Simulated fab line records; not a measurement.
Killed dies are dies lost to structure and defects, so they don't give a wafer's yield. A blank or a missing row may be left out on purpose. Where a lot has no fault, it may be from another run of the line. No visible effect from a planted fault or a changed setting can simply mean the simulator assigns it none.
Which of the tools did it? -- flow nand_harc -- 18 wafers from 6 lots sampled at 2 of the route's 1159 steps

WHAT THE GAUGES READ, wafer by wafer
NHARC_P_M1_CD_MEAS_16.
lot,measured,on,cd_nm (nm)
L447,day 6 03:20,cd_sem-01,130.6 130.0 130.4
L448,day 6 21:24,cd_sem-02,129.3 130.6 129.1
L451,day 7 12:52,cd_sem-02,129.5 128.1 129.1
L457,day 9 07:05,cd_sem-01,129.7 128.9 129.7
L464,day 10 14:35,cd_sem-01,130.0 130.5 130.2
L466,day 11 10:40,cd_sem-02,130.2 129.8 128.6

EACH LOT AND THE TOOL THAT RAN IT (in order: tool; ch and the chambers of the sampled wafers; start)
lot,NHARC_P_M0_PRE_CLEAN_31
L447,"pecvd-02 ch 0,1,2, day 6 01:40"
L448,"pecvd-03 ch 0,2, day 6 19:33"
L451,"pecvd-03 ch 0,1, day 7 10:59"
L457,"pecvd-02 ch 0,1,2, day 9 05:00"
L464,"pecvd-04 ch 0,1,2, day 10 12:51"
L466,"pecvd-02 ch 0,1,2, day 11 08:50"
- NHARC_P_M0_PRE_CLEAN_31: time 12 s.

THE ANSWER, worked out from the rows above alone
Rule: usual is defined by the lots themselves. Put in order of their means at a reading, lots are off if they are a third of the lots or fewer, leave a main group of 4 or more, and stand apart from it by a gap of 3 or more times the standard deviation of the main group's means; of several such gaps the widest counts. A main group whose means are all the same, to the digits that the tables above print for the reading, isn't used. Also off: a lot with no number at a reading for which 4 or more lots have one. Any other lot the step has rows for is counted as sound.
Nothing can be told from this: no lot is off at any reading shown.

WHAT THE SIMULATOR PUT IN
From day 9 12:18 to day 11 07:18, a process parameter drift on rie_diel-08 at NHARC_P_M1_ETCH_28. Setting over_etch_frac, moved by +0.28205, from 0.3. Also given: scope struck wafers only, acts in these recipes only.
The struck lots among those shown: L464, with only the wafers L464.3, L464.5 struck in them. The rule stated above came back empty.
